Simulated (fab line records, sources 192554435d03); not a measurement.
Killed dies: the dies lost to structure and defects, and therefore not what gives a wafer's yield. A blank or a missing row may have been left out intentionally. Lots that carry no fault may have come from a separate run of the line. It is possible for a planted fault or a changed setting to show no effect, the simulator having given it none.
Split-lot experiment ; flow n5-finfet ; 21 wafers read from 7 lots, route of 1938 steps

ABOUT THE SPLIT
At N5_BEOL_M7_ETCH_41 (etches SiCN in CH3F/O2, target depth 31.9 nm, time 57.8 s), the setting source-w was moved away from the recipe's 395 W on 3 of the 21 wafers read, by -13.9% to +15.5%. This setting was run at the recipe's value on the other wafers.

Reading taken at the split's own step.

THE READING
rf-vpp-V, in V, at N5_BEOL_M7_ETCH_41 (etches SiCN in CH3F/O2, target depth 31.9 nm, time 57.8 s). A value of 298.1 V with a standard deviation of 1.3 V is what fault-free wafers of this fab line usually give.

wafer;tool, chamber at the split;source-w as run, W;against the recipe;rf-vpp-V, V;against lot-mates on the recipe
L077.1;rie-diel-03, 1;395;recipe;299.4;-
L077.2;rie-diel-03, 2;395;recipe;299.0;-
L077.3;rie-diel-03, 0;395;recipe;299.2;-
L079.3;rie-diel-03, 2;395;recipe;297.4;-
L079.4;rie-diel-03, 3;395;recipe;298.4;-
L079.6;rie-diel-03, 2;395;recipe;297.4;-
L082.2;rie-diel-05, 3;395;recipe;297.3;-
L082.3;rie-diel-05, 1;395;recipe;298.4;-
L082.4;rie-diel-05, 2;395;recipe;298.6;-
L084.1;rie-diel-05, 1;339.9;-13.9%;314.8;+16.7
L084.4;rie-diel-05, 2;395;recipe;297.5;-
L084.5;rie-diel-05, 1;395;recipe;298.8;-
L085.1;rie-diel-05, 0;456.2;+15.5%;284.6;-12.4
L085.4;rie-diel-05, 3;395;recipe;295.5;-
L085.5;rie-diel-05, 0;395;recipe;298.6;-
L087.2;rie-diel-03, 0;395;recipe;298.2;-
L087.3;rie-diel-03, 0;426.3;+7.9%;291.1;-6.7
L087.4;rie-diel-03, 2;395;recipe;297.4;-
L097.3;rie-diel-05, 0;395;recipe;298.3;-
L097.5;rie-diel-05, 0;395;recipe;299.3;-
L097.6;rie-diel-05, 1;395;recipe;300.0;-

THE FIT
A straight line over all 21 wafers: rf-vpp-V changes by -1.01 V for each +1% of source-w; r = -0.97; the points scatter about the line by 1.2 V.
The same after taking each lot's own level away (the mean of its wafers on the recipe; 21 wafers): -0.967 V for each +1%; r = -0.97; scatter 1.1 V.
According to that fit, moving source-w by its largest amount changes the reading by 15 V.
From 297.05 to 299.20 V: that is the span of the lots' own levels, equal to 1.7 times the standard deviation above.
Hence the lot-to-lot level has little effect on the slope; both slopes agree.
Check: for one of the wafers moved furthest among these (+15.5%), held out of the fit, the line's prediction against its lot-mates is -17 V. Against them it came out at -12.4 V.
Tool readings at the split's step, against how far the setting was moved: rf-vpp-V r = -0.97.

THE OTHER SPLITS THESE WAFERS WENT THROUGH
Other splits were also applied to these wafers ahead of the reading. Each is held against what the fit with the lots' levels taken away leaves over:
other split on the same wafers;wafers away from the commonest value;r with rf-vpp-V (lot level and that fit taken away)
N5_BEOL_M6_TRENCH_ETCH_37 time-s;4;+0.22
N5_BEOL_M7_TRENCH_ETCH_37 bias-w;9;+0.09

THE FILE'S OWN FIT
rf-vpp-V changes by -0.961 V for each +1% of source-w, r = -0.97.
